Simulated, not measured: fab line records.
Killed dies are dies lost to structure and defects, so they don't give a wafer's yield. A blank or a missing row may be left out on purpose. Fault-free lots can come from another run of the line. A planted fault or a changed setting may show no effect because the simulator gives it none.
fab line records	flow n5Finfet	part 1 of 2: steps 1 to 23 of 30
record lots=5	wafers=15	lastDay=18
route steps=1938 shown BEOL_M9@1409
lots that met no fault: taken from a fault-free run of the same line
startH: hours from the record's opening day to when the first of the lot's shown wafers began	waitH: hours elapsed since this lot's preceding step	" unchanged from the row above	L1.1+2: a row that stands for several wafers	- no value, or no start given	* or withheld: withheld	< > ~ a bound
route shown NAME@n: a module of which the file shows steps, and the number in the route of the first	usual: the fault-free wafers' mean and standard deviation	same: alike in all rows	chamber/n: place in a boat	sites: readings site by site	_std_site: the values' standard deviation	_edge_site: outer sites' mean less inner sites'	radiusMm: for every site, how far away it sits from the centre of the wafer	mask NAME#n: copy n	behind: tool/chamber where the wafer was last shaped	hold: why the lot went on hold/how many hours it stayed there/how the hold came to an end	device: whichever transistor did not switch (one of n, p or np)	end of line: tests run on the same wafers once the route is complete	for a step that has no rows: nothing shown but its recipe	killed: the dies lost at the first sort to structure and to defects; this is not the yield of the wafer	map: the dies of a wafer, with x for killed, . for not killed, _ for no die there
set.NAME: the setting as run; set.NAME@STEP: as run at that earlier step	model.NAME: the simulator's own value behind a step, which no gauge read
lots seen at some steps along the route; tables by step, rows by wafer
services: from which hour (startH, from the record's first day; less than 0 if before it) a tool's chamber was out of use, for how many hours, and why
## steps
# step N5_BEOL_M9_EBR_07
# recipe solvent=PGMEA	ebrWidthMm=1.5
lot.wafer	tool	chamber	startH	waitH
L074.4+5+6	lithoTrack-05	0	-	-
L082.2+3+5	lithoTrack-05	0	-	-
L085.4+5+6	lithoTrack-05	0	-	-
L092.2+5+6	lithoTrack-05	0	-	-
L096.2+3+5	lithoTrack-03	0	-	-
# step N5_BEOL_M9_SOFTBAKE_06
# recipe tempC=110	timeS=60	resist=CAR-ArF
# usual heaterPowerTotalW=175.3/1.6
lot.wafer	tool	chamber	startH	waitH	heaterPowerTotalW
L074.4	lithoTrack-05	0	-	-	175.2
L074.5	"	0	"	"	176.8
L074.6	"	0	"	"	174.8
L082.2	lithoTrack-05	0	-	-	174.2
L082.3	"	0	"	"	177.3
L082.5	"	0	"	"	176.5
L085.4	lithoTrack-05	0	-	-	174.6
L085.5	"	0	"	"	173.3
L085.6	"	0	"	"	174.4
L092.2	lithoTrack-05	0	-	-	173.9
L092.5	"	0	"	"	173.6
L092.6	"	0	"	"	177.6
L096.2	lithoTrack-03	0	-	-	175.3
L096.3	"	0	"	"	177.5
L096.5	"	0	"	"	177.5
# step N5_BEOL_M9_EXPOSE_08
# recipe maskId=M9	na=1.35	sourceShape=dipole	sigmaInner=0.411	sigmaOuter=0.611	polarization=te	doseMj=53.75
lot.wafer	tool	chamber	startH	waitH	mask
L074.4+5+6	arfiScanner-01	0	203.77	-	M9#0
L082.2+3+5	arfiScanner-01	0	259.82	-	M9#0
L085.4+5+6	arfiScanner-02	0	281.54	-	M9#0
L092.2+5+6	arfiScanner-02	0	351.62	-	M9#0
L096.2+3+5	arfiScanner-02	0	355.28	-	M9#0
# step N5_BEOL_M9_PEB_09
# recipe pebTempC=withheld	pebTimeS=60	resist=CAR-ArF
lot.wafer	tool	chamber	startH	waitH
L074.4+5+6	lithoTrack-03	0	203.82	0.0
L082.2+3+5	lithoTrack-03	0	259.87	0.0
L085.4+5+6	lithoTrack-03	0	281.58	0.0
L092.2+5+6	lithoTrack-03	0	351.67	0.0
L096.2+3+5	lithoTrack-05	0	355.34	0.0
# step N5_BEOL_M9_DEVELOP_10
# recipe developTimeS=30	developer=TMAH	resist=CAR-ArF	rinseLiquid=diw	dry=airSpin	devTempC=23
# usual developerTempC=23.01/0.099
lot.wafer	tool	chamber	startH	waitH	developerTempC
L074.4	lithoTrack-03	0	-	-	22.94
L074.5	"	0	"	"	22.98
L074.6	"	0	"	"	22.86
L082.2	lithoTrack-03	0	-	-	22.91
L082.3	"	0	"	"	23.05
L082.5	"	0	"	"	23.00
L085.4	lithoTrack-03	0	-	-	23.04
L085.5	"	0	"	"	22.95
L085.6	"	0	"	"	23.06
L092.2	lithoTrack-03	0	-	-	23.11
L092.5	"	0	"	"	23.14
L092.6	"	0	"	"	23.17
L096.2	lithoTrack-05	0	-	-	23.05
L096.3	"	0	"	"	23.05
L096.5	"	0	"	"	22.97
# step N5_BEOL_M9_CD_MEAS_11
# recipe targetCdNm=64.1	landingEnergyEv=500	detector=seInlens	polarity=opening
# usual cdNm=64.3/0.85
# same landingEnergyEv=500
lot.wafer	tool	chamber	startH	waitH	cdNm
L074.4	cdSem-02	0	203.88	-	63.1
L074.5	"	0	"	"	63.6
L074.6	"	0	"	"	64.2
L082.2	cdSem-03	0	259.94	-	63.8
L082.3	"	0	"	"	62.5
L082.5	"	0	"	"	64.3
L085.4	cdSem-02	0	281.65	-	64.6
L085.5	"	0	"	"	64.5
L085.6	"	0	"	"	63.6
L092.2	cdSem-03	0	351.74	-	63.5
L092.5	"	0	"	"	63.5
L092.6	"	0	"	"	63.2
L096.2	cdSem-03	0	355.40	-	65.0
L096.3	"	0	"	"	64.5
L096.5	"	0	"	"	64.0
# step N5_BEOL_M9_OVL_MEAS_12
# recipe pointsPerWafer=44
# usual M9_OVL=-0.2/0.79
lot.wafer	tool	chamber	startH	waitH	M9_OVL[nm]
L074.4	overlay-01	0	203.91	0.0	1.4
L074.5	"	0	"	"	0.2
L074.6	"	0	"	"	0.6
L082.2	overlay-01	0	259.97	0.0	0.9
L082.3	"	0	"	"	1.6
L082.5	"	0	"	"	1.7
L085.4	overlay-02	0	281.68	0.0	-1.7
L085.5	"	0	"	"	0.3
L085.6	"	0	"	"	0.0
L092.2	overlay-01	0	351.78	0.0	-0.7
L092.5	"	0	"	"	-1.0
L092.6	"	0	"	"	-1.3
L096.2	overlay-02	0	355.43	0.0	-1.0
L096.3	"	0	"	"	-0.5
L096.5	"	0	"	"	-1.2
# step N5_BEOL_M9_INSPECT_13
# recipe mode=adi	inspectInstrument=brightfield
# usual rawDefectCount=403/89
lot.wafer	tool	chamber	startH	waitH	rawDefectCount
L074.4	defectInspect-01	-	203.94	0.0	263
L074.5	"	-	"	"	416
L074.6	"	-	"	"	346
L082.2	defectInspect-01	-	259.99	0.0	402
L082.3	"	-	"	"	537
L082.5	"	-	"	"	339
L085.4	defectInspect-01	-	281.70	0.0	278
L085.5	"	-	"	"	390
L085.6	"	-	"	"	260
L092.2	defectInspect-02	-	351.80	0.0	403
L092.5	"	-	"	"	343
L092.6	"	-	"	"	402
L096.2	defectInspect-01	-	355.46	0.0	417
L096.3	"	-	"	"	339
L096.5	"	-	"	"	349
# step N5_BEOL_M9_DESCUM_16
# recipe chemistry=O2	timeS=7.9	sourcePowerW=50	biasPowerW=20	pressureMtorr=20	rfFrequencyHz=2.712e+07	tempC=40	resist=CAR-ArF	o2FlowSccm=225
# usual drypumpMotorCurrentA=5.8/0.33	oesProductAu=0.82/0.09	rfVppV=242.8/1.7	showerheadPlenumPTorr=2.07/0.093	throttleValvePct=20.34/0.28
lot.wafer	tool	chamber	startH	waitH	drypumpMotorCurrentA	oesProductAu	rfHoursCounterH	rfVppV	showerheadPlenumPTorr	throttleValvePct
L074.4	rieDiel-03	3	204.46	0.5	5.5	0.70	-	240.7	1.97	20.24
L074.5	"	1	"	"	5.6	0.73	-	242.5	1.99	20.80
L074.6	"	0	"	"	5.9	0.86	-	243.3	2.13	20.59
L082.2	rieDiel-04	1	260.02	0.0	6.2	0.72	195	244.5	2.18	20.39
L082.3	"	3	"	"	5.6	0.77	144	241.2	1.94	20.28
L082.5	"	1	"	"	6.2	0.72	-	244.8	2.18	20.40
L085.4	rieDiel-04	3	282.00	0.3	5.6	0.77	151	240.5	1.94	20.30
L085.5	"	2	"	"	6.1	0.91	-	243.5	2.12	20.29
L085.6	"	3	"	"	5.6	0.77	-	239.7	1.94	20.27
L092.2	rieDiel-03	1	351.83	0.0	5.6	0.69	243	241.0	1.98	20.87
L092.5	"	2	"	"	6.6	0.89	-	242.7	2.06	20.17
L092.6	"	3	"	"	5.5	0.88	-	245.2	2.22	19.88
L096.2	rieDiel-03	1	355.84	0.4	5.6	0.69	245	240.1	1.98	20.84
L096.3	"	2	"	"	6.5	0.88	49	240.8	2.06	20.16
L096.5	"	0	"	"	5.9	0.80	-	243.6	2.11	20.67
# step N5_BEOL_M9_ETCH_61
# recipe chemistry=CF4	target=SiARC	targetDepthA=390	maskMaterial=CAR-ArF	timeS=65	ionEnergyEv=80	pressureMtorr=40	sourceW=545	biasW=36	Ar_flow_sccm=100	cf4FlowSccm=100	ends=cleared
# usual drypumpMotorCurrentA=5.8/0.33	etchRfOnTimeS=64.7/2.3	oesProductAu=0.70/0.076	rfVppV=183.7/1.4	showerheadPlenumPTorr=2.13/0.093	throttleValvePct=15.53/0.26
lot.wafer	tool	chamber	startH	waitH	drypumpMotorCurrentA	etchRfOnTimeS	oesProductAu	rfHoursCounterH	rfVppV	showerheadPlenumPTorr	throttleValvePct
L074.4	rieDiel-03	3	204.50	0.0	5.5	65.9	0.58	-	181.8	2.03	15.57
L074.5	"	1	"	"	5.5	63.0	0.63	-	181.2	2.05	15.92
L074.6	"	0	"	"	5.8	62.1	0.76	-	184.6	2.19	15.72
L082.2	rieDiel-04	1	260.06	0.0	6.2	71.2	0.59	195	182.5	2.21	15.55
L082.3	"	3	"	"	5.6	64.8	0.65	144	182.5	1.98	15.39
L082.5	"	1	"	"	6.2	71.2	0.58	-	185.7	2.21	15.54
L085.4	rieDiel-04	3	282.03	0.0	5.6	64.0	0.65	151	179.9	1.98	15.41
L085.5	"	2	"	"	6.1	66.8	0.75	-	185.6	2.19	15.50
L085.6	"	3	"	"	5.6	64.0	0.65	-	181.5	1.98	15.40
L092.2	rieDiel-03	1	351.87	0.0	5.6	62.5	0.61	243	183.3	2.03	16.01
L092.5	"	2	"	"	6.5	62.9	0.76	-	183.1	2.10	15.22
L092.6	"	3	"	"	5.5	65.1	0.74	-	185.4	2.27	15.13
L096.2	rieDiel-03	1	355.87	0.0	5.6	63.5	0.60	245	181.5	2.03	16.02
L096.3	"	2	"	"	6.5	63.5	0.75	49	182.2	2.10	15.22
L096.5	"	0	"	"	5.9	63.3	0.69	-	184.3	2.17	15.83
# step N5_BEOL_M9_ETCH_62
# recipe chemistry=N2/H2	target=SOC	targetDepthA=1100	overetchA=220	maskMaterial=SiARC	tempC=40	timeS=165	ionEnergyEv=200	pressureMtorr=30	sourceW=840	biasW=150	n2FlowSccm=200	h2FlowSccm=200
# usual drypumpMotorCurrentA=5.9/0.33	oesProductAu=0.69/0.071	rfVppV=523/3.4	showerheadPlenumPTorr=2.51/0.12	throttleValvePct=17.67/0.3
lot.wafer	tool	chamber	startH	waitH	drypumpMotorCurrentA	oesProductAu	rfHoursCounterH	rfVppV	showerheadPlenumPTorr	throttleValvePct
L074.4	rieDiel-03	3	204.60	0.1	5.5	0.59	-	519	2.40	17.73
L074.5	"	1	"	"	5.6	0.61	-	520	2.41	18.10
L074.6	"	0	"	"	5.8	0.73	-	525	2.58	18.03
L082.2	rieDiel-04	1	260.11	0.0	6.2	0.62	195	527	2.60	17.57
L082.3	"	3	"	"	5.7	0.65	144	518	2.33	17.52
L082.5	"	1	"	"	6.2	0.61	-	525	2.60	17.55
L085.4	rieDiel-04	3	282.08	0.0	5.6	0.64	151	517	2.33	17.53
L085.5	"	2	"	"	6.0	0.77	-	526	2.59	17.65
L085.6	"	3	"	"	5.6	0.64	-	517	2.33	17.51
L092.2	rieDiel-03	1	351.92	0.0	5.6	0.59	243	520	2.39	18.18
L092.5	"	2	"	"	6.6	0.74	-	522	2.46	17.19
L092.6	"	3	"	"	5.5	0.74	-	528	2.70	17.35
L096.2	rieDiel-03	1	355.92	0.0	5.6	0.59	245	522	2.39	18.16
L096.3	"	2	"	"	6.5	0.73	49	522	2.46	17.18
L096.5	"	0	"	"	5.8	0.67	-	524	2.56	18.08
# step N5_BEOL_M9_STRIP_68
# recipe chemistry=N2/H2	tempC=40	n2FlowSccm=200	h2FlowSccm=200	rfFrequencyHz=6e+07
lot.wafer	tool	chamber	startH	waitH
L074.4+5+6	rieDiel-03	3,1,0	204.67	0.0
L082.2+3+5	rieDiel-04	1,3,1	260.25	0.1
L085.4+5+6	rieDiel-04	3,2,3	282.22	0.1
L092.2+5+6	rieDiel-03	1,2,3	352.05	0.1
L096.2+3+5	rieDiel-03	1,2,0	356.06	0.1
# step N5_BEOL_M9_STRIP_67
# recipe chemistry=CF4	resist=SiARC	powerW=300	biasPowerW=75	pressureMtorr=50	cf4FlowSccm=150	rfFrequencyHz=6e+07
# usual drypumpMotorCurrentA=5.8/0.33	oesProductAu=0.81/0.084	powerW=300.1/1	rfVppV=270.8/1.9	showerheadPlenumPTorr=1.78/0.075	throttleValvePct=13.48/0.28
lot.wafer	tool	chamber	startH	waitH	drypumpMotorCurrentA	oesProductAu	powerW	rfHoursCounterH	rfVppV	showerheadPlenumPTorr	throttleValvePct
L074.4	rieDiel-03	3	204.68	0.0	5.5	0.69	300.2	-	269.1	1.69	13.53
L074.5	"	1	"	"	5.6	0.73	300.1	-	270.0	1.72	13.91
L074.6	"	0	"	"	5.8	0.87	298.4	-	272.5	1.85	13.71
L082.2	rieDiel-04	1	260.26	0.0	6.2	0.73	300.1	195	272.0	1.85	13.55
L082.3	"	3	"	"	5.6	0.76	300.4	144	268.0	1.66	13.36
L082.5	"	1	"	"	6.2	0.73	300.4	-	272.2	1.85	13.56
L085.4	rieDiel-04	3	282.23	0.0	5.6	0.76	300.5	151	266.8	1.66	13.37
L085.5	"	2	"	"	6.0	0.89	300.0	-	272.5	1.81	13.34
L085.6	"	3	"	"	5.6	0.76	299.1	-	268.2	1.66	13.36
L092.2	rieDiel-03	1	352.06	0.0	5.6	0.70	299.6	243	269.0	1.71	14.02
L092.5	"	2	"	"	6.5	0.88	299.4	-	270.0	1.76	13.18
L092.6	"	3	"	"	5.5	0.88	299.2	-	274.1	1.89	13.04
L096.2	rieDiel-03	1	356.07	0.0	5.6	0.70	299.5	245	269.9	1.71	14.01
L096.3	"	2	"	"	6.6	0.87	299.5	49	270.4	1.76	13.20
L096.5	"	0	"	"	5.8	0.79	300.4	-	271.9	1.84	13.83
# step N5_BEOL_M9_HM_OPEN_17
# recipe chemistry=Cl2/BCl3	targetDepthA=200	overetchA=60	target=TiN	maskMaterial=SOC	ionEnergyEv=150	pressureMtorr=10	icpW=1000	biasW=126	Cl2_flow_sccm=53.25	bcl3FlowSccm=21.75	Ar_flow_sccm=25
# usual drypumpMotorCurrentA=5.7/0.36	oesProductAu=0.68/0.059	throttleValvePct=22.02/0.25
lot.wafer	tool	chamber	startH	waitH	drypumpMotorCurrentA	oesProductAu	rfHoursCounterH	throttleValvePct
L074.4	rieMetal-03	0	204.74	0.1	5.6	0.67	-	21.85
L074.5	"	0	"	"	5.6	0.66	-	21.85
L074.6	"	1	"	"	5.9	0.66	-	22.21
L082.2	rieMetal-02	1	260.30	0.0	6.4	0.64	47	21.59
L082.3	"	0	"	"	5.6	0.64	-	21.88
L082.5	"	1	"	"	6.3	0.63	-	21.62
L085.4	rieMetal-03	1	282.30	0.1	5.9	0.65	-	22.23
L085.5	"	1	"	"	6.0	0.64	-	22.21
L085.6	"	0	"	"	5.6	0.64	-	21.89
L092.2	rieMetal-02	0	352.11	0.0	5.6	0.61	62	21.91
L092.5	"	1	"	"	6.3	0.62	-	21.61
L092.6	"	0	"	"	5.6	0.62	-	21.91
L096.2	rieMetal-01	1	356.11	0.0	5.5	0.76	15	22.22
L096.3	"	0	"	"	5.2	0.72	-	22.30
L096.5	"	0	"	"	5.1	0.72	-	22.30
# step N5_BEOL_M9_STRIP_19
# recipe chemistry=O2	powerW=400	tempC=40	pressureMtorr=30	rfFrequencyHz=6e+07	biasPowerW=0	overashFraction=0.2	o2FlowSccm=225
# usual drypumpMotorCurrentA=5.9/0.31	oesProductAu=0.81/0.088	rfVppV=3.7/0.63	showerheadPlenumPTorr=2.08/0.095	throttleValvePct=16.56/0.23
lot.wafer	tool	chamber	startH	waitH	drypumpMotorCurrentA	oesProductAu	rfHoursCounterH	rfVppV	showerheadPlenumPTorr	throttleValvePct
L074.4	rieDiel-06	1	204.83	0.1	6.2	0.91	33	4.0	2.05	16.69
L074.5	"	1	"	"	6.2	0.90	-	3.2	2.05	16.70
L074.6	"	0	"	"	5.5	0.69	-	3.4	1.98	16.79
L082.2	rieDiel-04	3	260.41	0.1	5.7	0.76	144	3.1	1.94	16.50
L082.3	"	1	"	"	6.2	0.72	195	3.5	2.18	16.65
L082.5	"	2	"	"	6.1	0.93	-	4.1	2.13	16.49
L085.4	rieDiel-06	3	282.38	0.1	6.0	0.74	160	4.1	2.02	16.84
L085.5	"	2	"	"	5.9	0.90	-	3.6	2.11	16.25
L085.6	"	3	"	"	6.0	0.75	-	3.1	2.02	16.85
L092.2	rieDiel-06	2	352.22	0.1	5.9	0.87	39	4.3	2.11	16.27
L092.5	"	0	"	"	5.4	0.90	-	3.3	2.23	16.38
L092.6	"	3	"	"	6.0	0.72	-	3.5	2.01	16.89
L096.2	rieDiel-04	1	356.36	0.2	6.2	0.69	223	3.4	2.17	16.70
L096.3	"	3	"	"	5.7	0.75	171	4.7	1.93	16.56
L096.5	"	3	"	"	5.6	0.73	-	3.5	1.94	16.55
# step N5_BEOL_M9_CD_MEAS_18
# recipe pitchNm=140	targetCdNm=70
# usual cdNm=70.4/0.9
lot.wafer	tool	chamber	startH	waitH	cdNm
L074.4	cdSem-02	-	204.90	0.1	68.8
L074.5	"	-	"	"	69.6
L074.6	"	-	"	"	70.3
L082.2	cdSem-03	-	260.48	0.1	69.8
L082.3	"	-	"	"	69.4
L082.5	"	-	"	"	70.2
L085.4	cdSem-01	-	282.46	0.1	69.9
L085.5	"	-	"	"	70.4
L085.6	"	-	"	"	69.1
L092.2	cdSem-01	-	352.29	0.1	69.7
L092.5	"	-	"	"	69.6
L092.6	"	-	"	"	69.6
L096.2	cdSem-02	-	356.43	0.1	71.1
L096.3	"	-	"	"	70.2
L096.5	"	-	"	"	70.8
# step N5_BEOL_M9_COAT_63
# recipe resist=SOC	tempC=250	timeS=60	spinRpm=1500	resistThkNm=60
# usual heaterPowerTotalW=500.3/1.7
lot.wafer	tool	chamber	startH	waitH	heaterPowerTotalW
L074.4	lithoTrack-03	0	206.48	1.6	497.5
L074.5	"	0	"	"	497.8
L074.6	"	0	"	"	501.5
L082.2	lithoTrack-03	0	262.66	2.2	500.1
L082.3	"	0	"	"	499.2
L082.5	"	0	"	"	502.4
L085.4	lithoTrack-02	0	282.53	0.1	499.1
L085.5	"	0	"	"	499.3
L085.6	"	0	"	"	502.6
L092.2	lithoTrack-03	0	353.52	1.2	502.0
L092.5	"	0	"	"	502.7
L092.6	"	0	"	"	499.1
L096.2	lithoTrack-05	0	357.73	1.3	500.6
L096.3	"	0	"	"	500.2
L096.5	"	0	"	"	499.9
# step N5_BEOL_M9_COAT_64
# recipe resist=SiARC	tempC=220	timeS=60	spinRpm=1500	resistThkNm=12
# usual heaterPowerTotalW=427.8/2
lot.wafer	tool	chamber	startH	waitH	heaterPowerTotalW
L074.4	lithoTrack-03	0	-	-	430.3
L074.5	"	0	"	"	425.4
L074.6	"	0	"	"	428.3
L082.2	lithoTrack-03	0	-	-	430.5
L082.3	"	0	"	"	424.4
L082.5	"	0	"	"	427.2
L085.4	lithoTrack-02	0	-	-	426.3
L085.5	"	0	"	"	424.1
L085.6	"	0	"	"	430.8
L092.2	lithoTrack-03	0	-	-	426.0
L092.5	"	0	"	"	428.0
L092.6	"	0	"	"	429.4
L096.2	lithoTrack-05	0	-	-	424.6
L096.3	"	0	"	"	425.8
L096.5	"	0	"	"	427.8
# step N5_BEOL_M9_COAT_75
# recipe resist=underlayer	tempC=205	timeS=60	spinRpm=1500	resistThkNm=5
# usual heaterPowerTotalW=391.6/1.2
lot.wafer	tool	chamber	startH	waitH	heaterPowerTotalW
L074.4	lithoTrack-03	0	-	-	392.5
L074.5	"	0	"	"	391.3
L074.6	"	0	"	"	390.2
L082.2	lithoTrack-03	0	-	-	389.7
L082.3	"	0	"	"	391.6
L082.5	"	0	"	"	392.9
L085.4	lithoTrack-02	0	-	-	392.2
L085.5	"	0	"	"	391.1
L085.6	"	0	"	"	393.7
L092.2	lithoTrack-03	0	-	-	390.1
L092.5	"	0	"	"	390.2
L092.6	"	0	"	"	389.7
L096.2	lithoTrack-05	0	-	-	390.3
L096.3	"	0	"	"	390.2
L096.5	"	0	"	"	392.7
# step N5_BEOL_M9_COAT_22
# recipe resist=CAR-EUV	spinRpm=1500	resistThkNm=30
lot.wafer	tool	chamber	startH	waitH
L074.4+5+6	lithoTrack-03	0	-	-
L082.2+3+5	lithoTrack-03	0	-	-
L085.4+5+6	lithoTrack-02	0	-	-
L092.2+5+6	lithoTrack-03	0	-	-
L096.2+3+5	lithoTrack-05	0	-	-
# step N5_BEOL_M9_EBR_24
# recipe solvent=PGMEA	ebrWidthMm=1.5
lot.wafer	tool	chamber	startH	waitH
L074.4+5+6	lithoTrack-03	0	-	-
L082.2+3+5	lithoTrack-03	0	-	-
L085.4+5+6	lithoTrack-02	0	-	-
L092.2+5+6	lithoTrack-03	0	-	-
L096.2+3+5	lithoTrack-05	0	-	-
# step N5_BEOL_M9_SOFTBAKE_23
# recipe tempC=110	timeS=60	resist=CAR-EUV
# usual heaterPowerTotalW=175.2/1.6
lot.wafer	tool	chamber	startH	waitH	heaterPowerTotalW
L074.4	lithoTrack-03	0	-	-	176.2
L074.5	"	0	"	"	177.6
L074.6	"	0	"	"	173.1
L082.2	lithoTrack-03	0	-	-	174.1
L082.3	"	0	"	"	177.3
L082.5	"	0	"	"	173.0
L085.4	lithoTrack-02	0	-	-	176.1
L085.5	"	0	"	"	173.1
L085.6	"	0	"	"	175.5
L092.2	lithoTrack-03	0	-	-	176.4
L092.5	"	0	"	"	173.6
L092.6	"	0	"	"	173.9
L096.2	lithoTrack-05	0	-	-	175.8
L096.3	"	0	"	"	176.7
L096.5	"	0	"	"	177.1
# step N5_BEOL_M9_EXPOSE_25
# recipe maskId=V8	na=0.33	sourceShape=annular	sigmaInner=0.4	sigmaOuter=0.8	polarization=unpolarized	doseMj=37.25
lot.wafer	tool	chamber	startH	waitH	mask
L074.4+5+6	euvScanner-02	0	206.63	-	V8#0
L082.2+3+5	euvScanner-01	0	262.93	-	V8#0
L085.4+5+6	euvScanner-01	0	282.82	-	V8#0
L092.2+5+6	euvScanner-02	0	353.79	-	V8#0
L096.2+3+5	euvScanner-01	0	357.99	-	V8#0
